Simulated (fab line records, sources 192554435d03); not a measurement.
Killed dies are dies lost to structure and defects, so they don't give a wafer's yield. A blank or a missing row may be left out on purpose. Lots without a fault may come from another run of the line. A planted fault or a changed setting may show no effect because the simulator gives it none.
One fault seen from 3 desks | flow n5_finfet | each desk has only its own numbers; what lay behind them comes last

THE TOOL OWNER'S DESK: rie_diel-04
The tool's own readings at N5_FIN_SAQP_DESCUM_21 (chemistry O2, time 7.9 s): means of the sampled wafers that have a number, for each lot that ran on this tool. A lot is out of limits, marked OUT, if its mean lies more than 4 standard deviations from the usual mean; the brackets give that distance.
Columns: A = drypump_motor_current_A at N5_FIN_SAQP_DESCUM_21, usual 5.6 A; B = o2_flow_sccm at N5_FIN_SAQP_DESCUM_21, usual 225.0 sccm; C = oes_product_au at N5_FIN_SAQP_DESCUM_21, usual 0.77 a.u.; D = rf_vpp_V at N5_FIN_SAQP_DESCUM_21, usual 243.0 V; E = showerhead_plenum_p_Torr at N5_FIN_SAQP_DESCUM_21, usual 2.08 Torr; F = throttle_valve_pct at N5_FIN_SAQP_DESCUM_21, usual 20.33 %
lot  | first seen here | A   | B     | C    | D     | E    | F
L698 | day 3 03:43     | 5.3 | 225.6 | 0.89 | 241.7 | 2.04 | 20.13
L706 | day 5 04:45     | 5.8 | 225.4 | 0.81 | 241.9 | 2.05 | 20.16
L707 | day 5 10:22     | 5.8 | 224.8 | 0.81 | 243.1 | 2.05 | 20.15
This desk's finding: nothing out of limits on any of the 3 lots.

THE DEFECT DESK
What the inspections along the route counted, lot by lot: means of the sampled wafers that have a number. A lot is out of limits, marked OUT, if its mean lies more than 4 standard deviations from the usual mean; the brackets give that distance.
Columns: A = raw_defect_count at N5_FIN_SAQP_INSPECT_18, usual 473
lot  | first seen here | A
L693 | day 1 23:23     | 536
L698 | day 3 03:23     | 390
L706 | day 5 04:43     | 739
L707 | day 5 10:19     | 389
L710 | day 6 06:26     | 418
L712 | day 6 16:23     | 441
This desk's finding: nothing out of limits on any of the 6 lots.

THE METROLOGY DESK
What the gauges read, lot by lot, whatever tool the lot ran on: means of the sampled wafers that have a number. A lot is out of limits, marked OUT, if its mean lies more than 4 standard deviations from the usual mean; the brackets give that distance. Of its 12 readings 7 are shown: those that lie furthest out on some lot.
Columns: A = cd_nm at N5_FIN_SAQP_CD_MEAS_16, usual 35.5 nm; B = FIN_CORE_OVL at N5_FIN_SAQP_OVL_MEAS_17, usual 0.1 nm; C = DIBL_N at N5_BEOL_M4_RC_MEAS_101, usual 36.2 mV/V; D = DIBL_P at N5_BEOL_M4_RC_MEAS_101, usual 36.1 mV/V; E = IOFF_P at N5_BEOL_M4_RC_MEAS_101, usual 0.22 nA/um; F = SS_N at N5_BEOL_M4_RC_MEAS_101, usual 71.5 mV/dec; G = SS_P at N5_BEOL_M4_RC_MEAS_101, usual 73.2 mV/dec
lot  | first seen here | A    | B    | C    | D    | E    | F    | G
L693 | day 1 23:19     | 35.1 | -0.6 | 37.1 | 35.7 | 0.21 | 71.4 | 73.4
L698 | day 3 03:19     | 35.6 | 1.7  | 36.7 | 36.5 | 0.21 | 71.7 | 73.0
L706 | day 5 04:39     | 34.8 | -0.2 | 38.5 | 39.5 | 0.26 | 72.2 | 73.8
L707 | day 5 10:16     | 35.5 | 1.9  | 36.5 | 34.5 | 0.21 | 71.1 | 73.7
L710 | day 6 06:22     | 35.0 | 0.1  | 36.5 | 35.4 | 0.20 | 71.4 | 73.3
L712 | day 6 16:17     | 35.2 | -0.7 | 36.9 | 37.1 | 0.22 | 72.0 | 73.7
This desk's finding: nothing out of limits on any of the 6 lots.

PUT TOGETHER
The tool owner's desk saw nothing out of limits.
The defect desk saw nothing out of limits.
The metrology desk saw nothing out of limits.

WHAT THE SIMULATOR HAD PUT IN
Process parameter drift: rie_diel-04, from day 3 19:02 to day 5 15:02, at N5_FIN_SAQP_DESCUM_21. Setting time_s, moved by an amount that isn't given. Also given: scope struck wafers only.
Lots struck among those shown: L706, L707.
